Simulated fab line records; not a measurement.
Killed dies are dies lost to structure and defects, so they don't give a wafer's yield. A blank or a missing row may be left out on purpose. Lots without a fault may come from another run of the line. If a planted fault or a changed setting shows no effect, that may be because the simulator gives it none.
2 desks, one fault + flow n5-finfet + what lay behind the numbers comes last; until then each desk has only its own

== AT THE TOOL OWNER'S DESK: rie-diel-06 ==
The tool's own readings at N5_BEOL_M2_TRENCH_ETCH_37 (etches SiOC in C4F6/O2, target depth 55.555 nm, time 29.2 s): means of the sampled wafers that have a number, for each lot that ran on this tool. If a lot's mean is further than 4 standard deviations from the usual mean, the lot is out of limits and carries the mark OUT (the distance appears in the brackets). Readings shown: 7 out of 8 (the first out of limits, and those lying furthest out on some lot).
Columns: A = bias-w at N5_BEOL_M2_TRENCH_ETCH_37, usual 185.0 W; B = drypump-motor-current-A at N5_BEOL_M2_TRENCH_ETCH_37, usual 5.6 A; C = oes_f_703_au at N5_BEOL_M2_TRENCH_ETCH_37, usual 0.81 a.u.; D = oes-product-au at N5_BEOL_M2_TRENCH_ETCH_37, usual 0.81 a.u.; E = rf-vpp-V at N5_BEOL_M2_TRENCH_ETCH_37, usual 666 V; F = showerhead-plenum-p-Torr at N5_BEOL_M2_TRENCH_ETCH_37, usual 2.86 Torr; G = throttle-valve-pct at N5_BEOL_M2_TRENCH_ETCH_37, usual 20.82 %
| lot  | first seen here | A               | B   | C    | D    | E   | F    | G     |
|------|-----------------|-----------------|-----|------|------|-----|------|-------|
| L513 | day 8 15:05     | 185.1           | 5.3 | 0.80 | 0.80 | 670 | 2.91 | 20.76 |
| L514 | day 8 21:52     | 184.9           | 5.5 | 0.84 | 0.84 | 671 | 2.87 | 20.77 |
| L516 | day 10 06:34    | 184.7           | 5.2 | 0.84 | 0.82 | 673 | 2.88 | 20.91 |
| L523 | day 11 09:53    | 193.8 (+16) OUT | 5.8 | 0.71 | 0.70 | 679 | 2.74 | 21.00 |
| L525 | day 12 09:35    | 193.3 (+15) OUT | 5.5 | 0.80 | 0.81 | 695 | 2.86 | 20.83 |
This desk finds L523, L525 out of limits, L523 being first, at day 11 09:53 (bias-w at N5_BEOL_M2_TRENCH_ETCH_37). In limits: L513, L514, L516.

== METROLOGY DESK ==
Lot by lot, what the gauges showed, no matter which tool ran the lot: averages of those sampled wafers that carry a number. If a lot's mean is further than 4 standard deviations from the usual mean, the lot is out of limits and carries the mark OUT (the distance appears in the brackets). Only the readings that lie furthest out on some lot appear, 7 of the 11 it has.
Columns: A = DIBL_N at N5_BEOL_M4_RC_MEAS_101, usual 36.0 mV/V; B = DIBL_P at N5_BEOL_M4_RC_MEAS_101, usual 36.2 mV/V; C = ION_N at N5_BEOL_M4_RC_MEAS_101, usual 679 uA/um; D = ION_P at N5_BEOL_M4_RC_MEAS_101, usual 465 uA/um; E = SS_N at N5_BEOL_M4_RC_MEAS_101, usual 71.4 mV/dec; F = SS_P at N5_BEOL_M4_RC_MEAS_101, usual 73.3 mV/dec; G = VT_P at N5_BEOL_M4_RC_MEAS_101, usual -251 mV
| lot  | first seen here | A    | B    | C   | D   | E    | F    | G    |
|------|-----------------|------|------|-----|-----|------|------|------|
| L507 | day 7 23:56     | 35.2 | 33.5 | 667 | 460 | 70.7 | 73.2 | -252 |
| L509 | day 8 07:20     | 34.1 | 35.4 | 678 | 470 | 70.6 | 72.4 | -246 |
| L512 | day 8 10:34     | 35.2 | 35.1 | 676 | 460 | 71.5 | 73.6 | -250 |
| L513 | day 8 15:31     | 38.0 | 40.2 | 682 | 452 | 72.3 | 74.3 | -258 |
| L514 | day 8 22:11     | 35.7 | 36.6 | 661 | 456 | 71.3 | 73.2 | -252 |
| L516 | day 10 06:52    | 33.6 | 34.0 | 686 | 471 | 71.0 | 72.5 | -251 |
| L523 | day 11 10:12    | 37.6 | 38.8 | 685 | 472 | 71.9 | 73.4 | -249 |
| L525 | day 12 09:54    | 37.2 | 38.5 | 687 | 470 | 71.8 | 74.2 | -251 |
| L528 | day 12 21:28    | 37.4 | 38.2 | 686 | 467 | 71.7 | 74.0 | -251 |
This desk's verdict: no lot among the 9 shows anything out of limits.

== BROUGHT TOGETHER ==
On L523, L525, at day 11 09:53, an alarm was possible from the tool owner's desk.
Metrology desk: nothing out of limits seen.
The metrology desk has L523, L525 on record, within its limits.
Of the lots named, all ran N5_BEOL_M2_TRENCH_ETCH_37 on rie-diel-06.

== WHAT THE SIMULATOR PUT IN ==
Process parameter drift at N5_BEOL_M2_TRENCH_ETCH_37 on rie-diel-06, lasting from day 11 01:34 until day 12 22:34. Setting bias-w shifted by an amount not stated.
Shown lots that were struck: L523, L525.
Delay in hours, fault start to first out-of-limits reading, by desk: the tool owner's desk at 8.
